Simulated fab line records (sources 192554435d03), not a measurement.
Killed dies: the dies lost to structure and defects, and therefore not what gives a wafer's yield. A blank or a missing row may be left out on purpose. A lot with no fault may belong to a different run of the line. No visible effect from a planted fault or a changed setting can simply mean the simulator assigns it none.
Matching of chambers -- flow n5 finfet -- rie diel-03 running N5_GATE_CUT_ETCH_19: 4 sister chambers
The step etches SiNx in CH3F/O2, target depth 53.7 nm, time 76.7 s. 4 wafers are shown with their chamber, then 9 later ones without.

== WAFERS PAIRED WITH THEIR CHAMBERS ==
wafer,chamber,showerhead plenum p Torr (Torr)
L082.6,2,2.01
L085.2,3,2.04
L085.3,1,2.09
L085.4,0,1.93

== WAFERS WHOSE CHAMBER IS MISSING ==
wafer,showerhead plenum p Torr (Torr)
L091.2,2.09
L091.5,2.00
L091.6,2.03
L093.3,1.92
L093.4,2.08
L093.6,2.09
L097.1,2.00
L097.2,2.03
L097.5,1.92

== WHICH CHAMBER EACH WENT THROUGH ==
wafer,from the rows above,in truth
L091.2,1,1
L091.5,2,2
L091.6,can't be placed: 3 or 2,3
L093.3,0,0
L093.4,1,1
L093.6,1,1
L097.1,2,2
L097.2,can't be placed: 3 or 2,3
L097.5,0,0
Correctly placed: 7 of 9. Not placeable from these rows: 2 (in 2, the candidates include the true chamber). 0 placed wrongly.
How it was worked out, from the rows above alone: a wafer's distance from a chamber is the root of the sum, over the readings, of the square of ((its reading less the chamber's mean) divided by the reading's scatter). The wafer belongs to the nearest chamber; if the next one is less than 2 further off, it can't be placed. A chamber's mean is the mean of its shown wafers. The scatter: root of mean squared gap, hidden wafer to nearest shown wafer, with one shown wafer a chamber.
